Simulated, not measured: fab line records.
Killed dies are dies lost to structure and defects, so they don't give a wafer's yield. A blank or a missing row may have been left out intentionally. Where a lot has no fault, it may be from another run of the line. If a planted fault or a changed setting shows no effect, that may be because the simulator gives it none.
Which tool is to blame? || flow n5Finfet || 30 wafers from 10 lots sampled at 5 of the route's 1938 steps

WHAT THE GAUGES SHOWED, per wafer
N5_BEOL_M4_RC_MEAS_101. Usual: DIBL_N 36.4 mV/V, standard deviation 1.3; DIBL_P 36.5 mV/V, standard deviation 1.7; IOFF_N 0.154 nA/um, standard deviation 0.022; IOFF_P 0.202 nA/um, standard deviation 0.025; ION_N 671 uA/um, standard deviation 9.8; ION_P 460 uA/um, standard deviation 6.8; SS_N 71.6 mV/dec, standard deviation 0.54; SS_P 73.4 mV/dec, standard deviation 0.58; VT_N 250.9 mV, standard deviation 2.8; VT_P -251.4 mV, standard deviation 2.7.
{"lot": "L867", "measured": "day 7 23:53", "on": "prober-01", "DIBL_N (mV/V)": "39.0 39.4 40.5", "DIBL_P (mV/V)": "37.2 37.7 39.9", "IOFF_N (nA/um)": "0.176 0.183 0.224", "IOFF_P (nA/um)": "0.213 0.222 0.259", "ION_N (uA/um)": "686 683 697", "ION_P (uA/um)": "469 461 477", "SS_N (mV/dec)": "73.3 72.5 72.8", "SS_P (mV/dec)": "74.2 74.1 74.2", "VT_N (mV)": "247.0 247.6 244.5", "VT_P (mV)": "-251.2 -249.5 -250.8", "flag": ""}
{"lot": "L871", "measured": "day 8 10:06", "on": "prober-02", "DIBL_N (mV/V)": "36.4 38.7 38.6", "DIBL_P (mV/V)": "36.5 38.8 38.8", "IOFF_N (nA/um)": "0.135 0.172 0.176", "IOFF_P (nA/um)": "0.171 0.203 0.202", "ION_N (uA/um)": "662 678 676", "ION_P (uA/um)": "448 453 450", "SS_N (mV/dec)": "70.7 71.6 71.8", "SS_P (mV/dec)": "72.7 74.2 73.7", "VT_N (mV)": "251.5 247.7 247.2", "VT_P (mV)": "-255.8 -253.6 -253.1", "flag": ""}
{"lot": "L877", "measured": "day 10 04:52", "on": "prober-01", "DIBL_N (mV/V)": "37.0 36.2 35.5", "DIBL_P (mV/V)": "36.6 35.5 34.2", "IOFF_N (nA/um)": "0.162 0.148 0.134", "IOFF_P (nA/um)": "0.231 0.208 0.188", "ION_N (uA/um)": "680 674 671", "ION_P (uA/um)": "472 463 462", "SS_N (mV/dec)": "71.5 71.1 71.2", "SS_P (mV/dec)": "73.0 72.7 71.7", "VT_N (mV)": "248.9 249.8 249.6", "VT_P (mV)": "-249.5 -251.7 -250.8", "flag": ""}
{"lot": "L875", "measured": "day 10 06:40", "on": "prober-02", "DIBL_N (mV/V)": "36.6 35.6 35.2", "DIBL_P (mV/V)": "37.3 35.2 35.7", "IOFF_N (nA/um)": "0.159 0.135 0.135", "IOFF_P (nA/um)": "0.232 0.194 0.200", "ION_N (uA/um)": "669 664 669", "ION_P (uA/um)": "466 461 471", "SS_N (mV/dec)": "71.8 71.9 70.7", "SS_P (mV/dec)": "74.1 73.4 73.5", "VT_N (mV)": "250.7 253.0 251.4", "VT_P (mV)": "-248.4 -250.1 -249.6", "flag": ""}
{"lot": "L876", "measured": "day 10 08:23", "on": "prober-01", "DIBL_N (mV/V)": "36.8 34.7 35.9", "DIBL_P (mV/V)": "37.6 35.0 36.6", "IOFF_N (nA/um)": "0.163 0.129 0.149", "IOFF_P (nA/um)": "0.205 0.174 0.195", "ION_N (uA/um)": "674 655 672", "ION_P (uA/um)": "460 453 467", "SS_N (mV/dec)": "71.6 71.5 71.7", "SS_P (mV/dec)": "73.1 73.2 73.2", "VT_N (mV)": "249.0 253.7 250.0", "VT_P (mV)": "-249.7 -253.0 -250.1", "flag": ""}
{"lot": "L878", "measured": "day 10 12:19", "on": "prober-02", "DIBL_N (mV/V)": "36.7 35.6 36.3", "DIBL_P (mV/V)": "37.2 36.0 37.2", "IOFF_N (nA/um)": "0.154 0.136 0.152", "IOFF_P (nA/um)": "0.200 0.178 0.200", "ION_N (uA/um)": "664 664 668", "ION_P (uA/um)": "453 461 459", "SS_N (mV/dec)": "71.4 71.0 71.6", "SS_P (mV/dec)": "73.1 73.7 73.6", "VT_N (mV)": "250.5 254.1 250.8", "VT_P (mV)": "-254.0 -253.2 -250.2", "flag": ""}
{"lot": "L886", "measured": "day 12 18:36", "on": "prober-01", "DIBL_N (mV/V)": "35.8 38.0 36.2", "DIBL_P (mV/V)": "35.5 37.1 35.9", "IOFF_N (nA/um)": "0.135 0.161 0.139", "IOFF_P (nA/um)": "0.225 0.260 0.243", "ION_N (uA/um)": "662 656 655", "ION_P (uA/um)": "466 461 458", "SS_N (mV/dec)": "70.9 72.7 71.7", "SS_P (mV/dec)": "73.0 73.9 73.3", "VT_N (mV)": "253.4 249.9 252.5", "VT_P (mV)": "-250.0 -247.8 -245.9", "flag": ""}
{"lot": "L888", "measured": "day 12 23:37", "on": "prober-02", "DIBL_N (mV/V)": "38.7 37.7 38.3", "DIBL_P (mV/V)": "40.7 40.3 41.4", "IOFF_N (nA/um)": "0.203 0.184 0.213", "IOFF_P (nA/um)": "0.250 0.238 0.267", "ION_N (uA/um)": "671 675 679", "ION_P (uA/um)": "462 457 461", "SS_N (mV/dec)": "73.0 72.1 72.4", "SS_P (mV/dec)": "74.1 74.4 73.9", "VT_N (mV)": "248.8 249.9 248.1", "VT_P (mV)": "-248.9 -249.7 -247.8", "flag": ""}
{"lot": "L887", "measured": "day 13 07:52", "on": "prober-01", "DIBL_N (mV/V)": "37.1 37.6 37.2", "DIBL_P (mV/V)": "35.6 37.3 37.7", "IOFF_N (nA/um)": "0.163 0.188 0.193", "IOFF_P (nA/um)": "0.198 0.241 0.248", "ION_N (uA/um)": "661 676 687", "ION_P (uA/um)": "449 463 469", "SS_N (mV/dec)": "71.9 71.9 71.4", "SS_P (mV/dec)": "73.7 74.4 73.6", "VT_N (mV)": "250.8 244.2 246.1", "VT_P (mV)": "-252.9 -245.9 -245.7", "flag": ""}
{"lot": "L889", "measured": "day 13 22:59", "on": "prober-01", "DIBL_N (mV/V)": "34.7 35.0 35.2", "DIBL_P (mV/V)": "34.7 35.3 36.0", "IOFF_N (nA/um)": "0.130 0.134 0.145", "IOFF_P (nA/um)": "0.191 0.199 0.215", "ION_N (uA/um)": "662 679 672", "ION_P (uA/um)": "459 466 464", "SS_N (mV/dec)": "71.6 70.6 71.2", "SS_P (mV/dec)": "72.5 72.7 72.4", "VT_N (mV)": "253.3 251.0 250.8", "VT_P (mV)": "-251.2 -248.1 -249.1", "flag": ""}

TOOL THAT RAN EACH LOT (tool first, then ch and the chambers of the sampled wafers, then the start)
{"lot": "L867", "N5_BEOL_M2_PRE_CLEAN_45": "pvdSputter-01, day 6 19:49", "N5_BEOL_M2_ANNEAL_49": "pvdSputter-02, day 6 20:51", "N5_BEOL_M2_ANNEAL_80": "pvdSputter-02, day 6 21:04", "N5_BEOL_M2_ANNEAL_95": "pvdSputter-02, day 6 22:23"}
{"lot": "L871", "N5_BEOL_M2_PRE_CLEAN_45": "pvdSputter-03, day 7 07:28", "N5_BEOL_M2_ANNEAL_49": "pvdSputter-01, day 7 08:18", "N5_BEOL_M2_ANNEAL_80": "pvdSputter-01, day 7 08:31", "N5_BEOL_M2_ANNEAL_95": "pvdSputter-01, day 7 09:50"}
{"lot": "L877", "N5_BEOL_M2_PRE_CLEAN_45": "pvdSputter-02, day 9 03:19", "N5_BEOL_M2_ANNEAL_49": "pvdSputter-02, day 9 04:13", "N5_BEOL_M2_ANNEAL_80": "pvdSputter-02, day 9 04:26", "N5_BEOL_M2_ANNEAL_95": "pvdSputter-02, day 9 05:45"}
{"lot": "L875", "N5_BEOL_M2_PRE_CLEAN_45": "pvdSputter-03, day 9 03:22", "N5_BEOL_M2_ANNEAL_49": "pvdSputter-01, day 9 05:34", "N5_BEOL_M2_ANNEAL_80": "pvdSputter-01, day 9 05:47", "N5_BEOL_M2_ANNEAL_95": "pvdSputter-01, day 9 07:06"}
{"lot": "L876", "N5_BEOL_M2_PRE_CLEAN_45": "pvdSputter-01, day 9 03:30", "N5_BEOL_M2_ANNEAL_49": "pvdSputter-03, day 9 06:01", "N5_BEOL_M2_ANNEAL_80": "pvdSputter-03, day 9 06:14", "N5_BEOL_M2_ANNEAL_95": "pvdSputter-03, day 9 07:34"}
{"lot": "L878", "N5_BEOL_M2_PRE_CLEAN_45": "pvdSputter-02, day 9 08:07", "N5_BEOL_M2_ANNEAL_49": "pvdSputter-02, day 9 08:47", "N5_BEOL_M2_ANNEAL_80": "pvdSputter-02, day 9 09:01", "N5_BEOL_M2_ANNEAL_95": "pvdSputter-02, day 9 10:20"}
{"lot": "L886", "N5_BEOL_M2_PRE_CLEAN_45": "pvdSputter-03, day 11 14:11", "N5_BEOL_M2_ANNEAL_49": "pvdSputter-03, day 11 14:47", "N5_BEOL_M2_ANNEAL_80": "pvdSputter-03, day 11 15:00", "N5_BEOL_M2_ANNEAL_95": "pvdSputter-03, day 11 16:19"}
{"lot": "L888", "N5_BEOL_M2_PRE_CLEAN_45": "pvdSputter-03, day 11 23:49", "N5_BEOL_M2_ANNEAL_49": "pvdSputter-02, day 12 00:26", "N5_BEOL_M2_ANNEAL_80": "pvdSputter-02, day 12 00:40", "N5_BEOL_M2_ANNEAL_95": "pvdSputter-02, day 12 01:59"}
{"lot": "L887", "N5_BEOL_M2_PRE_CLEAN_45": "pvdSputter-02, day 12 00:00", "N5_BEOL_M2_ANNEAL_49": "pvdSputter-03, day 12 00:40", "N5_BEOL_M2_ANNEAL_80": "pvdSputter-03, day 12 00:53", "N5_BEOL_M2_ANNEAL_95": "pvdSputter-03, day 12 02:13"}
{"lot": "L889", "N5_BEOL_M2_PRE_CLEAN_45": "pvdSputter-01, day 12 21:05", "N5_BEOL_M2_ANNEAL_49": "pvdSputter-02, day 12 21:54", "N5_BEOL_M2_ANNEAL_80": "pvdSputter-02, day 12 22:07", "N5_BEOL_M2_ANNEAL_95": "pvdSputter-02, day 12 23:26"}
- N5_BEOL_M2_PRE_CLEAN_45: time 30 s.
- N5_BEOL_M2_ANNEAL_49: time 240 s.
- N5_BEOL_M2_ANNEAL_80: time 240 s.
- N5_BEOL_M2_ANNEAL_95: time 240 s.

AS READ BY THE TOOLS THEMSELVES (means over the sampled wafers that have a number; for cases with no such wafer, the mark the record gives instead)
N5_BEOL_M2_PRE_CLEAN_45. Usual: heaterPowerW 333 W, standard deviation 35.
{"lot": "L867", "tool": "pvdSputter-01", "heaterPowerW (W)": 351, "flag": ""}
{"lot": "L871", "tool": "pvdSputter-03", "heaterPowerW (W)": 321, "flag": ""}
{"lot": "L877", "tool": "pvdSputter-02", "heaterPowerW (W)": 318, "flag": ""}
{"lot": "L875", "tool": "pvdSputter-03", "heaterPowerW (W)": 315, "flag": ""}
{"lot": "L876", "tool": "pvdSputter-01", "heaterPowerW (W)": 346, "flag": ""}
{"lot": "L878", "tool": "pvdSputter-02", "heaterPowerW (W)": 349, "flag": ""}
{"lot": "L886", "tool": "pvdSputter-03", "heaterPowerW (W)": 324, "flag": ""}
{"lot": "L888", "tool": "pvdSputter-03", "heaterPowerW (W)": 348, "flag": ""}
{"lot": "L887", "tool": "pvdSputter-02", "heaterPowerW (W)": 338, "flag": ""}
{"lot": "L889", "tool": "pvdSputter-01", "heaterPowerW (W)": 363, "flag": ""}

N5_BEOL_M2_ANNEAL_49. Usual: heaterPowerW 816 W, standard deviation 84; susceptorTempC 400.00 C, standard deviation 0.21.
{"lot": "L867", "tool": "pvdSputter-02", "heaterPowerW (W)": 804, "susceptorTempC (C)": 399.85, "flag": ""}
{"lot": "L871", "tool": "pvdSputter-01", "heaterPowerW (W)": 879, "susceptorTempC (C)": 399.80, "flag": ""}
{"lot": "L877", "tool": "pvdSputter-02", "heaterPowerW (W)": 740, "susceptorTempC (C)": 400.02, "flag": ""}
{"lot": "L875", "tool": "pvdSputter-01", "heaterPowerW (W)": 840, "susceptorTempC (C)": 399.85, "flag": ""}
{"lot": "L876", "tool": "pvdSputter-03", "heaterPowerW (W)": 800, "susceptorTempC (C)": 400.01, "flag": ""}
{"lot": "L878", "tool": "pvdSputter-02", "heaterPowerW (W)": 733, "susceptorTempC (C)": 400.18, "flag": ""}
{"lot": "L886", "tool": "pvdSputter-03", "heaterPowerW (W)": 800, "susceptorTempC (C)": 399.96, "flag": ""}
{"lot": "L888", "tool": "pvdSputter-02", "heaterPowerW (W)": 863, "susceptorTempC (C)": 400.00, "flag": ""}
{"lot": "L887", "tool": "pvdSputter-03", "heaterPowerW (W)": 723, "susceptorTempC (C)": 399.81, "flag": ""}
{"lot": "L889", "tool": "pvdSputter-02", "heaterPowerW (W)": 843, "susceptorTempC (C)": 399.90, "flag": ""}

N5_BEOL_M2_ANNEAL_80. Usual: heaterPowerW 816 W, standard deviation 87; susceptorTempC 399.99 C, standard deviation 0.22.
{"lot": "L867", "tool": "pvdSputter-02", "heaterPowerW (W)": 804, "susceptorTempC (C)": 399.81, "flag": ""}
{"lot": "L871", "tool": "pvdSputter-01", "heaterPowerW (W)": 897, "susceptorTempC (C)": 399.97, "flag": ""}
{"lot": "L877", "tool": "pvdSputter-02", "heaterPowerW (W)": 745, "susceptorTempC (C)": 400.19, "flag": ""}
{"lot": "L875", "tool": "pvdSputter-01", "heaterPowerW (W)": 827, "susceptorTempC (C)": 400.39, "flag": ""}
{"lot": "L876", "tool": "pvdSputter-03", "heaterPowerW (W)": 794, "susceptorTempC (C)": 399.90, "flag": ""}
{"lot": "L878", "tool": "pvdSputter-02", "heaterPowerW (W)": 728, "susceptorTempC (C)": 399.90, "flag": ""}
{"lot": "L886", "tool": "pvdSputter-03", "heaterPowerW (W)": 793, "susceptorTempC (C)": 400.06, "flag": ""}
{"lot": "L888", "tool": "pvdSputter-02", "heaterPowerW (W)": 862, "susceptorTempC (C)": 399.96, "flag": ""}
{"lot": "L887", "tool": "pvdSputter-03", "heaterPowerW (W)": 728, "susceptorTempC (C)": 399.98, "flag": ""}
{"lot": "L889", "tool": "pvdSputter-02", "heaterPowerW (W)": 856, "susceptorTempC (C)": 400.00, "flag": ""}

N5_BEOL_M2_ANNEAL_95. Usual: heaterPowerW 815 W, standard deviation 85; susceptorTempC 400.00 C, standard deviation 0.21.
{"lot": "L867", "tool": "pvdSputter-02", "heaterPowerW (W)": 790, "susceptorTempC (C)": 399.75, "flag": ""}
{"lot": "L871", "tool": "pvdSputter-01", "heaterPowerW (W)": 895, "susceptorTempC (C)": 400.13, "flag": ""}
{"lot": "L877", "tool": "pvdSputter-02", "heaterPowerW (W)": 731, "susceptorTempC (C)": 400.27, "flag": ""}
{"lot": "L875", "tool": "pvdSputter-01", "heaterPowerW (W)": "-", "susceptorTempC (C)": "-", "flag": "OFF"}
{"lot": "L876", "tool": "pvdSputter-03", "heaterPowerW (W)": "-", "susceptorTempC (C)": "-", "flag": "OFF"}
{"lot": "L878", "tool": "pvdSputter-02", "heaterPowerW (W)": "-", "susceptorTempC (C)": "-", "flag": "OFF"}
{"lot": "L886", "tool": "pvdSputter-03", "heaterPowerW (W)": 806, "susceptorTempC (C)": 399.94, "flag": ""}
{"lot": "L888", "tool": "pvdSputter-02", "heaterPowerW (W)": 857, "susceptorTempC (C)": 400.00, "flag": ""}
{"lot": "L887", "tool": "pvdSputter-03", "heaterPowerW (W)": 731, "susceptorTempC (C)": 399.67, "flag": ""}
{"lot": "L889", "tool": "pvdSputter-02", "heaterPowerW (W)": 870, "susceptorTempC (C)": 400.17, "flag": ""}

THE ANSWER, worked out from the rows above alone
Rule: a lot is off if the mean of its wafers that have a number lies more than 3 standard deviations from the usual mean. Also off: a lot with no number at a reading for which 4 or more lots have one. The other lots that the step has rows for count as sound. The gauges are gone through in route order, then the tools' own readings, and for those a lot's mean is taken as printed above. The first step at which some lot is off is used, and at that step the reading that is off furthest; a lot without a number counts as furthest.
Off, at N5_BEOL_M2_ANNEAL_95 on heaterPowerW: L875, L876, L878. Without a number there: L875, L876, L878.
If a tool, at that step or one of the process steps before it, ran each lot that is off and ran no sound lot following the first of them, it fits. Of those tried, none fits.

WHAT THE SIMULATOR HAD PUT IN
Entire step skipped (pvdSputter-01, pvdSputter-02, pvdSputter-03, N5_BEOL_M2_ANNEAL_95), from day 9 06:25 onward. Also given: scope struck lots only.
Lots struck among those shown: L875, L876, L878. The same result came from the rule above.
